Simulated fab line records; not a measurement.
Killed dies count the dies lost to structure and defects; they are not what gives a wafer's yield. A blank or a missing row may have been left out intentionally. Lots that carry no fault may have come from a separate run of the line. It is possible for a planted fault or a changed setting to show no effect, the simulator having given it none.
Matching of chambers / flow n5-finfet / N5_SD_EPI_P_ETCH_37 on rie-diel-05: 4 sister chambers
The step etches SOC in N2/H2, overetch 108 nm, time 486 s. 22 wafers are shown with their chamber, then 11 later ones without.

## WAFERS PAIRED WITH THEIR CHAMBERS
wafer=L074.1; chamber=3; throttle-valve-pct (%)=24.16; oes-product-au (a.u.)=0.68; showerhead-plenum-p-Torr (Torr)=2.53
wafer=L074.4; chamber=2; throttle-valve-pct (%)=23.91; oes-product-au (a.u.)=0.65; showerhead-plenum-p-Torr (Torr)=2.52
wafer=L074.5; chamber=3; throttle-valve-pct (%)=24.14; oes-product-au (a.u.)=0.67; showerhead-plenum-p-Torr (Torr)=2.53
wafer=L075.3; chamber=0; throttle-valve-pct (%)=23.83; oes-product-au (a.u.)=0.65; showerhead-plenum-p-Torr (Torr)=2.53
wafer=L075.5; chamber=3; throttle-valve-pct (%)=24.15; oes-product-au (a.u.)=0.67; showerhead-plenum-p-Torr (Torr)=2.53
wafer=L075.6; chamber=2; throttle-valve-pct (%)=23.91; oes-product-au (a.u.)=0.65; showerhead-plenum-p-Torr (Torr)=2.52
wafer=L079.2; chamber=0; throttle-valve-pct (%)=23.84; oes-product-au (a.u.)=0.64; showerhead-plenum-p-Torr (Torr)=2.53
wafer=L079.4; chamber=1; throttle-valve-pct (%)=23.95; oes-product-au (a.u.)=0.64; showerhead-plenum-p-Torr (Torr)=2.52
wafer=L079.6; chamber=0; throttle-valve-pct (%)=23.85; oes-product-au (a.u.)=0.64; showerhead-plenum-p-Torr (Torr)=2.53
wafer=L080.1; chamber=0; throttle-valve-pct (%)=23.83; oes-product-au (a.u.)=0.64; showerhead-plenum-p-Torr (Torr)=2.52
wafer=L080.2; chamber=1; throttle-valve-pct (%)=23.96; oes-product-au (a.u.)=0.65; showerhead-plenum-p-Torr (Torr)=2.52
wafer=L080.5; chamber=3; throttle-valve-pct (%)=24.15; oes-product-au (a.u.)=0.67; showerhead-plenum-p-Torr (Torr)=2.52
wafer=L086.1; chamber=1; throttle-valve-pct (%)=23.97; oes-product-au (a.u.)=0.64; showerhead-plenum-p-Torr (Torr)=2.52
wafer=L086.3; chamber=2; throttle-valve-pct (%)=23.94; oes-product-au (a.u.)=0.63; showerhead-plenum-p-Torr (Torr)=2.51
wafer=L086.4; chamber=3; throttle-valve-pct (%)=24.17; oes-product-au (a.u.)=0.66; showerhead-plenum-p-Torr (Torr)=2.52
wafer=L088.1; chamber=1; throttle-valve-pct (%)=23.97; oes-product-au (a.u.)=0.64; showerhead-plenum-p-Torr (Torr)=2.52
wafer=L088.2; chamber=0; throttle-valve-pct (%)=23.86; oes-product-au (a.u.)=0.62; showerhead-plenum-p-Torr (Torr)=2.52
wafer=L088.3; chamber=2; throttle-valve-pct (%)=23.94; oes-product-au (a.u.)=0.63; showerhead-plenum-p-Torr (Torr)=2.51
wafer=L089.1; chamber=0; throttle-valve-pct (%)=23.86; oes-product-au (a.u.)=0.63; showerhead-plenum-p-Torr (Torr)=2.52
wafer=L089.4; chamber=3; throttle-valve-pct (%)=24.17; oes-product-au (a.u.)=0.65; showerhead-plenum-p-Torr (Torr)=2.52
wafer=L089.6; chamber=1; throttle-valve-pct (%)=23.98; oes-product-au (a.u.)=0.63; showerhead-plenum-p-Torr (Torr)=2.52
wafer=L091.1; chamber=0; throttle-valve-pct (%)=23.86; oes-product-au (a.u.)=0.62; showerhead-plenum-p-Torr (Torr)=2.52

SIGNATURES, as means of the wafers listed above
reading=throttle-valve-pct; chamber 0=23.8471; chamber 1=23.9660; chamber 2=23.9250; chamber 3=24.1567; scatter within a chamber=0.0135
reading=oes-product-au; chamber 0=0.6343; chamber 1=0.6400; chamber 2=0.6400; chamber 3=0.6667; scatter within a chamber=0.0103
reading=showerhead-plenum-p-Torr; chamber 0=2.5243; chamber 1=2.5200; chamber 2=2.5150; chamber 3=2.5250; scatter within a chamber=0.00484
Rule: a wafer lies at a distance from a chamber equal to the root of the sum of squares, over the readings, of (its reading less the chamber's mean, divided by the reading's scatter). If the next closest chamber is less than 2 further off than the closest, the wafer can't be placed; otherwise it belongs to the closest. The scatter: the root of (the sum of the squares of (reading less its chamber's mean) over the shown wafers, divided by (wafers less chambers)).

## WAFERS WITHOUT THEIR CHAMBER
wafer=L091.4; throttle-valve-pct (%)=23.99; oes-product-au (a.u.)=0.63; showerhead-plenum-p-Torr (Torr)=2.51
wafer=L091.5; throttle-valve-pct (%)=23.95; oes-product-au (a.u.)=0.64; showerhead-plenum-p-Torr (Torr)=2.50
wafer=L094.1; throttle-valve-pct (%)=24.01; oes-product-au (a.u.)=0.63; showerhead-plenum-p-Torr (Torr)=2.51
wafer=L094.5; throttle-valve-pct (%)=24.19; oes-product-au (a.u.)=0.65; showerhead-plenum-p-Torr (Torr)=2.51
wafer=L094.6; throttle-valve-pct (%)=23.87; oes-product-au (a.u.)=0.62; showerhead-plenum-p-Torr (Torr)=2.51
wafer=L096.1; throttle-valve-pct (%)=23.98; oes-product-au (a.u.)=0.63; showerhead-plenum-p-Torr (Torr)=2.51
wafer=L096.3; throttle-valve-pct (%)=23.89; oes-product-au (a.u.)=0.61; showerhead-plenum-p-Torr (Torr)=2.51
wafer=L096.5; throttle-valve-pct (%)=23.88; oes-product-au (a.u.)=0.62; showerhead-plenum-p-Torr (Torr)=2.51
wafer=L097.2; throttle-valve-pct (%)=24.01; oes-product-au (a.u.)=0.62; showerhead-plenum-p-Torr (Torr)=2.51
wafer=L097.4; throttle-valve-pct (%)=23.89; oes-product-au (a.u.)=0.62; showerhead-plenum-p-Torr (Torr)=2.51
wafer=L097.6; throttle-valve-pct (%)=24.21; oes-product-au (a.u.)=0.65; showerhead-plenum-p-Torr (Torr)=2.51

## WHICH CHAMBER EACH ONE RAN IN
wafer=L091.4; from the rows above=1; in truth=1
wafer=L091.5; from the rows above=can't be placed: 2 or 1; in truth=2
wafer=L094.1; from the rows above=1; in truth=1
wafer=L094.5; from the rows above=3; in truth=3
wafer=L094.6; from the rows above=can't be placed: 0 or 2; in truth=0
wafer=L096.1; from the rows above=can't be placed: 1 or 2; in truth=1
wafer=L096.3; from the rows above=can't be placed: 2 or 0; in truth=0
wafer=L096.5; from the rows above=can't be placed: 2 or 0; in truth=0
wafer=L097.2; from the rows above=1; in truth=1
wafer=L097.4; from the rows above=can't be placed: 2 or 0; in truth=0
wafer=L097.6; from the rows above=3; in truth=3
5 of 11 placed correctly. From these rows, 6 cannot be placed; in 6 the true chamber is one of the candidates. Number placed wrongly: 0.
